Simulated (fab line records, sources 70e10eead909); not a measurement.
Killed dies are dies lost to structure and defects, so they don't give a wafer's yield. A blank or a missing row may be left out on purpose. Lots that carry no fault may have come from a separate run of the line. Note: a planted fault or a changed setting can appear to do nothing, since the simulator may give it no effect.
A struck lot beside a sound one :: flow nand_harc :: 15 out of 1302 route steps
Sound: these wafers, L502.3, L502.5, L502.6. Struck: wafer L515.4 (left out: L515.3, L515.6 of the same lot, which were not struck); the cause appears at the end.
Per side, at each step with rows, come the tool, then ch with its chambers, and then its first start. Under that, the readings that differ: sound wafers :: struck wafers :: difference of the means :: sigmas: that difference in standard deviations of wafers without a fault.
alike: readings whose means differ by less than 2 such deviations, and words and numbers that are the same on both sides. not compared: withheld readings, readings that some wafer has no value for, bounds like >300 that may hide the same value, and numbers for which the record gives no deviation and whose values overlap.
The two part at a step that has a row with sigmas, a row that says differs or no value, or rows on one side only. When numbers do not overlap yet have no deviation, they are printed without sigmas and do not part them. Lack of a reading on every wafer of one side parts them only where that side has two or more wafers.

NHARC_P_M1_CD_MEAS_09: the cd target is 130 nm.
  sound on cd_sem-03 ch 0, day 9 10:34; struck on cd_sem-01 ch 0, day 14 20:49
  alike: cd_nm
NHARC_P_M1_OVL_MEAS_10: pitch 260 nm.
  sound: overlay-02 at day 9 10:39; struck: overlay-02 at day 14 20:54
  alike: overlay_x_nm, overlay_y_nm
NHARC_P_M1_INSPECT_11:
  sound: defect_inspect-02 at day 9 10:41; struck: defect_inspect-01 at day 14 20:56
  alike: raw_defect_count
then, 1 step without rows for these wafers: NHARC_P_M1_DESCUM_14 (chemistry O2, time 3 s).
NHARC_P_M1_ETCH_35: etches the open film in N2/H2, target depth 40 nm, overetch 12 nm, time 43.94 s.
  sound on rie_diel-12 ch 1,2, day 9 10:50; struck on rie_diel-08 ch 3, day 14 21:05
reading: rf_vpp_V (V)
sound: 430.6 427.7 429.4
struck: 434.8
difference: +5.6
sigmas: +2

reading: showerhead_plenum_p_Torr (Torr)
sound: 2.03 1.96 2.02
struck: 2.19
difference: +0.19
sigmas: +2
  alike: drypump_motor_current_A, oes_product_au, throttle_valve_pct
  not compared: rf_hours_counter_h
NHARC_P_M1_ETCH_15: etches the open film in C4F8/Ar, target depth 182.5 nm, time 91.2 s.
  sound on rie_diel-12 ch 0,1,2; struck on rie_diel-08 ch 2
  alike: oes_product_au, rf_vpp_V
  not compared: rf_hours_counter_h
NHARC_P_M1_CD_MEAS_16:
  sound: cd_sem-03 at day 9 11:04; struck: cd_sem-01 at day 14 21:19
  alike: cd_nm
NHARC_P_M1_STRIP_18: strips in N2/H2.
  sound on rie_diel-08 ch 0,1, day 9 11:07; struck on rie_diel-08 ch 1, day 14 21:23
  alike: drypump_motor_current_A, oes_product_au, power_w, rf_vpp_V, showerhead_plenum_p_Torr, throttle_valve_pct
  not compared: rf_hours_counter_h
NHARC_P_M1_ETCH_28: etches the open film in CF4/N2, target depth 30 nm, time 72.99 s.
  sound on rie_diel-08 ch 0,2,3; struck on rie_diel-08 ch 1
  alike: drypump_motor_current_A, oes_product_au, rf_vpp_V, showerhead_plenum_p_Torr, throttle_valve_pct
  not compared: rf_hours_counter_h
then, 1 step without rows for these wafers: NHARC_P_M1_STRIP_19 (strips in post etch residue remover, time 600 s).
NHARC_P_M1_DEGAS_29: time 60 s.
  sound: pvd_sputter-02 at day 9 11:47; struck: pvd_sputter-01 at day 14 22:02
  alike: heater_power_w
then, 1 step without rows for these wafers: NHARC_P_M1_PRE_CLEAN_30 (time 30 s).
NHARC_P_M1_PVD_20: deposits TaN, target thk 5 nm, time 8.06 s.
  sound: pvd_sputter-02 at day 9 11:52; struck: pvd_sputter-01 at day 14 22:08
reading: time_s (s)
sound: 8.06 8.06 8.06
struck: 6.3649
difference: -1.6951
sigmas: 
  alike: bias_v, throttle_valve_pct
then, 1 step without rows for these wafers: NHARC_P_M1_PVD_21 (deposits Cu, target thk 30 nm, time 20.49 s).
NHARC_END_SORT_01:
  the record has rows for the sound wafers here (prober-02 ch 0, day 27 01:39) and none for the struck ones

## WHERE THEY PART
First at NHARC_P_M1_ETCH_35; last, within this record, at NHARC_END_SORT_01.

WHY: what the simulator had put in
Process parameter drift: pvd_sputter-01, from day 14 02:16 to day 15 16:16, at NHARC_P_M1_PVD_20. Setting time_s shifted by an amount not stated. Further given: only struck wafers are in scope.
